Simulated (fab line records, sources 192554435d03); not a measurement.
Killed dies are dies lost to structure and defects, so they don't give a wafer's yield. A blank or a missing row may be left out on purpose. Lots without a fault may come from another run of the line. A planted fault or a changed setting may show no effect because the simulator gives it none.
Chamber matching | flow n5_finfet | N5_MOL_CONTACT_COAG_ETCH_124 on rie_diel-01: 4 sister chambers
The step etches SiNx in CH3F/O2, stops on SiOC, target depth 6.5 nm. 7 wafers are shown with their chamber, then 10 later ones without.

WAFERS WITH THEIR CHAMBER
wafer  | chamber | drypump_motor_current_A (A) | showerhead_plenum_p_Torr (Torr)
L078.3 | 3       | 5.7                         | 2.09
L086.3 | 0       | 6.3                         | 1.99
L089.1 | 2       | 5.1                         | 1.99
L089.4 | 1       | 5.2                         | 1.92
L089.6 | 3       | 5.8                         | 2.08
L091.2 | 1       | 5.2                         | 1.92
L091.3 | 2       | 5.1                         | 1.99

WAFERS WITHOUT THEIR CHAMBER
wafer  | drypump_motor_current_A (A) | showerhead_plenum_p_Torr (Torr)
L091.6 | 5.2                         | 1.92
L092.3 | 5.2                         | 1.92
L092.5 | 5.2                         | 1.92
L092.6 | 5.1                         | 1.99
L095.2 | 5.1                         | 1.99
L095.4 | 5.7                         | 2.07
L095.6 | 6.3                         | 1.98
L096.2 | 5.1                         | 1.99
L096.3 | 6.3                         | 1.98
L096.5 | 6.3                         | 1.98

WHICH CHAMBER EACH WENT THROUGH
wafer  | from the rows above | in truth
L091.6 | 1                   | 1
L092.3 | 1                   | 1
L092.5 | 1                   | 1
L092.6 | 2                   | 2
L095.2 | 2                   | 2
L095.4 | 3                   | 3
L095.6 | 0                   | 0
L096.2 | 2                   | 2
L096.3 | 0                   | 0
L096.5 | 0                   | 0
Placed correctly: 10 of 10. Can't be placed from these rows: 0. Placed wrongly: 0.
How it was worked out, from the rows above alone: a wafer's distance from a chamber is the root of the sum, over the readings, of the square of ((its reading less the chamber's mean) divided by the reading's scatter). The wafer belongs to the nearest chamber; if the next one is less than 2 further off, it can't be placed. A chamber's mean is the mean of its shown wafers. The scatter: the root of (the sum of the squares of (reading less its chamber's mean) over the shown wafers, divided by (wafers less chambers)).
